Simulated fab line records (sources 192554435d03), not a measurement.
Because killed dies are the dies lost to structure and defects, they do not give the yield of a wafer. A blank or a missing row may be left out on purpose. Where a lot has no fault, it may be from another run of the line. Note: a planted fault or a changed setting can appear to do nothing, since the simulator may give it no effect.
Chamber matching | flow n5_finfet | rie_diel-06 running N5_BEOL_M13_ETCH_68: 4 sister chambers
The step etches SOC in N2/H2, time 355 s. 4 wafers are shown with their chamber, then 10 later ones without.

WAFERS WITH THEIR CHAMBER
wafer  | chamber | drypump_motor_current_A (A)
L089.3 | 3       | 5.9
L089.4 | 0       | 5.7
L090.4 | 1       | 4.7
L090.5 | 2       | 5.4

WAFERS WHOSE CHAMBER IS MISSING
wafer  | drypump_motor_current_A (A)
L090.6 | 5.7
L092.2 | 5.9
L092.4 | 5.6
L092.5 | 5.9
L094.2 | 4.7
L094.4 | 5.9
L094.6 | 5.4
L095.1 | 4.7
L095.3 | 5.9
L095.5 | 5.7

WHICH CHAMBER EACH WENT THROUGH
wafer  | from the rows above | in truth
L090.6 | 0                   | 0
L092.2 | 3                   | 3
L092.4 | 0                   | 0
L092.5 | 3                   | 3
L094.2 | 1                   | 1
L094.4 | 3                   | 3
L094.6 | 2                   | 2
L095.1 | 1                   | 1
L095.3 | 3                   | 3
L095.5 | 0                   | 0
10 of 10 placed correctly. Can't be placed from these rows: 0. 0 placed wrongly.
How it was worked out, from the rows above alone: a wafer's distance from a chamber is the root of the sum, over the readings, of the square of ((its reading less the chamber's mean) divided by the reading's scatter). The wafer belongs to the nearest chamber; if the next one is less than 2 further off, it can't be placed. The mean given for a chamber averages the wafers shown for that chamber. The scatter (one wafer shown for each chamber): square how far every hidden wafer sits from the nearest shown wafer, average those squares and take the square root.
